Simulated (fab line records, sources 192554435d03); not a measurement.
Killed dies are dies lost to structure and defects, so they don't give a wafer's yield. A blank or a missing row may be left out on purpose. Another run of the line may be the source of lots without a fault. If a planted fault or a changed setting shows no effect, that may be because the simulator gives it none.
The tool behind it: which one? :: flow n5-finfet :: at 1 step of a route of 1938, 9 lots with 27 wafers sampled

WHAT EACH GAUGE READ, for each wafer
N5_MOL_CONTACT_COAG_OVL_MEAS_85.
lot: L702
measured: day 5 00:58
on: overlay-01
VG_OVL (nm): 0.0 -0.1 0.4

lot: L706
measured: day 6 03:16
on: overlay-01
VG_OVL (nm): 1.4 0.5 1.0

lot: L708
measured: day 6 16:53
on: overlay-02
VG_OVL (nm): 1.1 0.5 0.7

lot: L710
measured: day 7 03:41
on: overlay-02
VG_OVL (nm): 0.2 0.7 -0.6

lot: L715
measured: day 8 16:47
on: overlay-01
VG_OVL (nm): 1.2 0.3 0.5

lot: L718
measured: day 9 01:49
on: overlay-01
VG_OVL (nm): -0.2 -0.1 -0.4

lot: L720
measured: day 9 12:33
on: overlay-01
VG_OVL (nm): -0.9 -0.9 0.0

lot: L721
measured: day 9 20:50
on: overlay-02
VG_OVL (nm): -0.8 0.0 0.2

lot: L725
measured: day 10 21:51
on: overlay-01
VG_OVL (nm): 0.6 0.9 0.4

EACH LOT AND THE TOOL THAT RAN IT (in order: tool; ch and the chambers of the sampled wafers; start)
The record shows no process step preceding these readings.

THE ANSWER, worked out from the rows above alone
Rule: the usual values come from the lots themselves. The widest of any qualifying gaps counts: lots, ordered by their means at a reading, are off when they make up no more than a third of the lots, leave a main group of 4 or more, and stand apart from it by 3 or more times the standard deviation of that group's means. A main group whose means are all the same, to the digits that the tables above print for the reading, isn't used. A lot without any number at a reading at which 4 lots or more have one is off too. The other lots that the step has rows for count as sound.
None of the lots is off at any reading shown; this tells nothing.

WHAT THE SIMULATOR PUT IN
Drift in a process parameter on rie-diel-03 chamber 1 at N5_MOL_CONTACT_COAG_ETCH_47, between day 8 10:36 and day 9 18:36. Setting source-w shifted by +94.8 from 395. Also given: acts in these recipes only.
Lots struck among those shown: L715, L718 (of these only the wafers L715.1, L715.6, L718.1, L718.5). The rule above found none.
